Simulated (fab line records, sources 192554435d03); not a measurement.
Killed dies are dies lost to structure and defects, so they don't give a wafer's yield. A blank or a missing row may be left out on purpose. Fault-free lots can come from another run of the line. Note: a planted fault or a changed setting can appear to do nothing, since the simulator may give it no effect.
Struck lot and sound lot, side by side -- flow n5 finfet -- 17 out of 1938 route steps
Sound: the wafers L892.3, L892.5, L892.6. Struck: wafer L903.5 (L903.1, L903.6, from the same lot, were not struck and are left out); the cause is given at the end.
For every step that has rows: the tool of each side, followed by ch and its chambers, followed by its first start. Under that, the readings that differ: sound wafers -- struck wafers -- difference of the means -- sigmas: that difference in standard deviations of wafers without a fault.
alike: same words and numbers on both sides, and readings whose means sit less than 2 such deviations apart. not compared: any withheld reading, any reading some wafer has no value for, any bound like >300 that may hide the same value, and any number with overlapping values for which the record gives no deviation.
The two part at a step that has a row with sigmas, a row that says differs or no value, or rows on one side only. Non-overlapping numbers with no deviation appear without sigmas and do not part them. Lack of a reading on every wafer of one side parts them only where that side has two or more wafers.

first, 9 steps without rows for these wafers: N5_BEOL_M5_COAT_59 (time 60 s, resist thk 60 nm); N5_BEOL_M5_COAT_60 (time 60 s, resist thk 12 nm); N5_BEOL_M5_COAT_71 (time 60 s, resist thk 5 nm); N5_BEOL_M5_COAT_05 (resist thk 30 nm); N5_BEOL_M5_EBR_07; N5_BEOL_M5_SOFTBAKE_06 (time 60 s); N5_BEOL_M5_EXPOSE_08 (exposes mask M5, target cd 28 nm); N5_BEOL_M5_PEB_09 (peb time 60 s); N5_BEOL_M5_DEVELOP_10 (develop time 30 s).
N5_BEOL_M5_CD_MEAS_11: target cd 27.74 nm.
  sound on cd sem-01 ch 0, day 11 00:53; struck on cd sem-02 ch 0, day 14 08:46
  alike: cd nm
N5_BEOL_M5_OVL_MEAS_12:
  sound on overlay-01 ch 0, day 11 00:56; struck on overlay-01 ch 0, day 14 08:47
  alike: M5_OVL
N5_BEOL_M5_INSPECT_13: inspects for defects (brightfield).
  sound on defect inspect-02 at day 11 00:59; struck on defect inspect-02 at day 14 08:51
  alike: raw defect count
N5_BEOL_M5_DESCUM_16: chemistry O2, time 7 s.
  sound on rie diel-06 ch 1,2,3, day 11 01:08; struck on rie diel-01 ch 3, day 14 08:53
reading,sound,struck,difference,sigmas
model.CAR-EUV_of_BEOL_M5_COAT_05.thk nm (nm),26 26 25.8,27.6,+1.7,
  alike: drypump motor current A, oes product au, rf vpp V, showerhead plenum p Torr, throttle valve pct
  not compared: rf hours counter h, model.BEOL_M5.cd nm
N5_BEOL_M5_ETCH_72: etches underlayer in N2/H2, target depth 6.5 nm, time 5.2 s.
  sound on rie diel-06 ch 1,2,3, day 11 01:10; struck on rie diel-01 ch 3, day 14 08:55
reading,sound,struck,difference,sigmas
bias w (W),149.7 151.0 149.7,148.9,-1.2,-3
  alike: drypump motor current A, etch rf on time s, oes product au, rf vpp V, showerhead plenum p Torr, throttle valve pct
  not compared: rf hours counter h
N5_BEOL_M5_ETCH_61: etches SiARC in CF4, target depth 15.6 nm, time 26 s.
  sound on rie diel-06 ch 1,2,3, day 11 01:11; struck on rie diel-01 ch 3, day 14 08:56
  alike: bias w, drypump motor current A, etch rf on time s, oes product au, rf vpp V, showerhead plenum p Torr, throttle valve pct
  not compared: rf hours counter h, model.BEOL_M5.cd nm
N5_BEOL_M5_ETCH_62: etches SOC in N2/H2, target depth 75 nm, overetch 15 nm, time 112.5 s.
  sound on rie diel-06 ch 1,2,3, day 11 01:13; struck on rie diel-01 ch 3, day 14 08:58
  alike: bias w, drypump motor current A, oes product au, rf vpp V, showerhead plenum p Torr, throttle valve pct
  not compared: rf hours counter h
following that, these wafers have no rows for 1 step: N5_PASSIVATION_PROBE_49.

## WHERE THEY PART
At N5_BEOL_M5_ETCH_72 and nowhere else, as far as this record goes. Later steps at which nothing parts them and some readings are alike: N5_BEOL_M5_ETCH_61, N5_BEOL_M5_ETCH_62.

WHY: what the simulator had put in
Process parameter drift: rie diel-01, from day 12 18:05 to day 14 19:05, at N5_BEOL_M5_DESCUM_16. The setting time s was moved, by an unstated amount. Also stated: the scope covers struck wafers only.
